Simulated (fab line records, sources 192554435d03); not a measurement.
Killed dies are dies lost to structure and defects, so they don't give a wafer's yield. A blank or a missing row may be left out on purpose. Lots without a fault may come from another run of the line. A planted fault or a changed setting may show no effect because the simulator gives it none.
Which tool did it? | flow n5_finfet | 9 lots, 26 wafers sampled, at 1 step of a route of 1938

WHAT THE GAUGES READ, wafer by wafer
N5_BEOL_M4_RC_MEAS_101.
lot  | measured     | on        | DIBL_N (mV/V)
L640 | day 8 00:44  | prober-01 | 37.3 35.4
L644 | day 9 03:22  | prober-01 | 38.7 36.1 33.1
L652 | day 11 13:40 | prober-02 | 35.7 32.8 36.7
L655 | day 11 22:24 | prober-01 | 36.0 37.0 34.2
L654 | day 12 00:31 | prober-01 | 35.9 34.5 33.3
L656 | day 12 02:56 | prober-02 | 37.0 37.4 36.6
L660 | day 13 02:10 | prober-02 | 35.9 32.9 33.8
L661 | day 13 18:15 | prober-01 | 37.4 33.0 37.6
L662 | day 13 18:21 | prober-02 | 36.0 35.7 35.6

WHICH TOOL RAN EACH LOT (tool, then ch and the chambers of the sampled wafers, then the start)
The record holds no process step before these readings.

THE ANSWER, worked out from the rows above alone
Rule: what is usual is taken from the lots themselves. Put in order of their means at a reading, lots are off if they are a third of the lots or fewer, leave a main group of 4 or more, and stand apart from it by a gap of 3 or more times the standard deviation of the main group's means; of several such gaps the widest counts. A main group whose means are all the same, to the digits that the tables above print for the reading, isn't used. A lot without any number at a reading at which 4 lots or more have one is off too. The other lots that the step has rows for count as sound.
No lot is off at any reading shown: from this, nothing can be told.

WHAT THE SIMULATOR HAD PUT IN
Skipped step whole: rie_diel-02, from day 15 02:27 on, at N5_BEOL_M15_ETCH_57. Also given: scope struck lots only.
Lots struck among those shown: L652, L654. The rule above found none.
